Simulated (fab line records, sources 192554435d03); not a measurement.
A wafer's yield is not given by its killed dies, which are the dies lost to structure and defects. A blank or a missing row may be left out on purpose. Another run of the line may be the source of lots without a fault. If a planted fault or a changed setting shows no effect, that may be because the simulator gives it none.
Which tool was responsible? | flow n5_finfet | 29 wafers sampled from 10 lots at 1 step of a route of 1938

== WHAT THE GAUGES READ, wafer by wafer ==
N5_BEOL_M4_RC_MEAS_101.
lot  | measured     | on        | DIBL_N (mV/V)
L820 | day 14 20:29 | prober-01 | 34.4 33.6 34.4
L816 | day 16 00:29 | prober-02 | 36.1 38.3 38.4
L819 | day 16 22:43 | prober-01 | 37.1 35.8 35.5
L817 | day 17 03:42 | prober-01 | 34.6 34.2 33.9
L818 | day 17 06:56 | prober-01 | 36.9 35.9 35.8
L827 | day 17 15:31 | prober-01 | 37.4 37.3 37.7
L822 | day 17 18:42 | prober-02 | 34.1 33.2 35.9
L826 | day 17 20:31 | prober-01 | 37.5 35.6 36.9
L832 | day 20 05:26 | prober-02 | 35.9 35.6 33.5
L833 | day 20 12:02 | prober-01 | 38.3 38.3

== EACH LOT AND THE TOOL THAT RAN IT (in order: tool; ch and the chambers of the sampled wafers; start) ==
No process step before these readings appears in the record.

== THE ANSWER, worked out from the rows above alone ==
Rule: what is usual is taken from the lots themselves. Put in order of their means at a reading, lots are off if they are a third of the lots or fewer, leave a main group of 4 or more, and stand apart from it by a gap of 3 or more times the standard deviation of the main group's means; of several such gaps the widest counts. A main group is skipped when, at the precision printed for the reading in the tables above, its means are all equal. A lot without any number at a reading at which 4 lots or more have one is off too. All remaining lots with rows at the step are treated as sound.
No lot is off on any of the readings shown, so nothing can be concluded from this.

== WHAT THE SIMULATOR HAD PUT IN ==
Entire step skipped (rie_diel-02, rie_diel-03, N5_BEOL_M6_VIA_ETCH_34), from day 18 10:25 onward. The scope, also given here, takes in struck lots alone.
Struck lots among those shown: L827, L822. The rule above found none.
